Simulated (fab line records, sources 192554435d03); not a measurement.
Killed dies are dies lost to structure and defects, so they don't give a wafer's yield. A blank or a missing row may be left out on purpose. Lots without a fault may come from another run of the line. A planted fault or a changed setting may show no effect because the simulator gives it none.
Chamber matching | flow n5_finfet | N5_BEOL_M12_DESCUM_15 on rie_diel-03: 4 sister chambers
The step chemistry O2, time 7.9 s. 4 wafers are shown with their chamber, then 10 later ones without.

WAFERS WITH THEIR CHAMBER
wafer  | chamber | showerhead_plenum_p_Torr (Torr)
L089.3 | 2       | 2.02
L094.2 | 1       | 2.06
L094.4 | 3       | 1.99
L094.5 | 0       | 2.16

WAFERS WITHOUT THEIR CHAMBER
wafer  | showerhead_plenum_p_Torr (Torr)
L094.6 | 2.06
L093.1 | 1.99
L093.2 | 2.06
L093.3 | 2.16
L093.4 | 2.06
L093.5 | 1.99
L093.6 | 2.16
L096.3 | 2.15
L096.4 | 2.06
L096.5 | 1.99

WHICH CHAMBER EACH WENT THROUGH
wafer  | from the rows above | in truth
L094.6 | 1                   | 1
L093.1 | 3                   | 3
L093.2 | 1                   | 1
L093.3 | 0                   | 0
L093.4 | 1                   | 1
L093.5 | 3                   | 3
L093.6 | 0                   | 0
L096.3 | 0                   | 0
L096.4 | 1                   | 1
L096.5 | 3                   | 3
Placed correctly: 10 of 10. Can't be placed from these rows: 0. Placed wrongly: 0.
How it was worked out, from the rows above alone: a wafer's distance from a chamber is the root of the sum, over the readings, of the square of ((its reading less the chamber's mean) divided by the reading's scatter). The wafer belongs to the nearest chamber; if the next one is less than 2 further off, it can't be placed. A chamber's mean is the mean of its shown wafers. The scatter: with one shown wafer a chamber, the root of the mean of the squares of how far each hidden wafer lies from its nearest shown one.
